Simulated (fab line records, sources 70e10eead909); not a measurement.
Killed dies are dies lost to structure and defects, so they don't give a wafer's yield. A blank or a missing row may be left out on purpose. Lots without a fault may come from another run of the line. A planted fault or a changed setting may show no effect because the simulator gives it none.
Problem report in the 8D (eight disciplines) form, filled by code | flow nand_harc | the parts of the form that need people (team, actions taken, sign-off) are left out

1. THE PROBLEM
thk_nm at NHARC_A_ONON_D1_THK_MEAS_30 reads a mean of 1296 nm on 6 wafers of 2 lots; wafers without a fault read 996 nm with a standard deviation of 7.5. That is +40 standard deviations from the usual mean.
The step: measures by ellipsometry.
First seen on wafer L259.1, day 11 06:01, on film_metro-02. The record holds 39 wafers of 13 lots with a number at this step. Rule for "out", or "out of limits": more than 4 standard deviations from the usual mean. The other wafers with a number count as sound.

2. WHAT IT IS AND WHAT IT IS NOT
question                    | is                     | is not
which readings at this step | thk_nm                 | -
which lots                  | L258, L259             | L246, L248, L251, L252, L253, L254, L256, L257, L263, L266, L268
which wafers of those lots  | all that have a number | -
read on which gauges        | film_metro-02          | film_metro-01
when                        | from day 11 06:01      | up to then (21 sound wafers); but 12 sound wafers of L257, L263, L266, L268 came after

3. SUSPECTS, AND WHAT RULES EACH OUT
Counting: a tool at a process step up to the reading stays a suspect if it ran every lot that is out and no sound lot after the first of them.
- the gauge at NHARC_A_ONON_D1_THK_MEAS_30: ruled out. All the wafers that are out were read on film_metro-02, but those of them that NHARC_END_SORT_01 has rows for are out there too, on other tools.
- rie_diel-13 at NHARC_P_BONDPAD_ACTIVATE_29 (chemistry N2, time 60 s): ruled out as a lasting fault. Sound lots L257, L263, L266, L268 ran on it after its first lot that is out, L259 (day 9 17:46).
- pecvd_onon-02 at NHARC_A_ONON_D1_DEP_28 (target thk 1000 nm): kept. It ran every lot that is out, first L259 (day 11 05:31), and no sound lot after that; its last sound lot up to then is L254 (day 10 06:21).
Left after counting: pecvd_onon-02 at NHARC_A_ONON_D1_DEP_28.

4. THE CAUSE (what the simulator had put in)
Process parameter drift: pecvd_onon-02, from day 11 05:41 on, at NHARC_A_ONON_D1_DEP_28. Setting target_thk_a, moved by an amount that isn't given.
Counting left only this tool.

5. THE CHAIN OF EFFECTS, in route order
Each row: a reading whose mean over the struck wafers that have a number lies more than 3 standard deviations from the usual. Only readings for which the record gives a usual standard deviation are gone through. hours: the time from each lot's start at the first step in this table that gives one to its start at this step, as a median over the lots. sigmas: the change in usual standard deviations.
hours | step                        | reading         | usual  | on struck wafers | change | sigmas
0     | NHARC_A_ONON_D1_THK_MEAS_30 | thk_nm          | 996 nm | 1296             | +300   | +40
266   | NHARC_END_SORT_01           | killed_at_array | 28     | 670              | +642   | +58
266   | NHARC_END_SORT_01           | killed_dies     | 32     | 677              | +645   | +59

6. WHAT WOULD HAVE CAUGHT IT SOONER
In this record the first reading out of limits at a measuring or inspecting step was taken at day 11 06:01, 0 hours after the fault began at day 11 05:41.
All the lots that are out (2) had begun NHARC_A_ONON_D1_DEP_28 on pecvd_onon-02 by day 11 06:01. A hold on the tool at that time would have spared none of them.
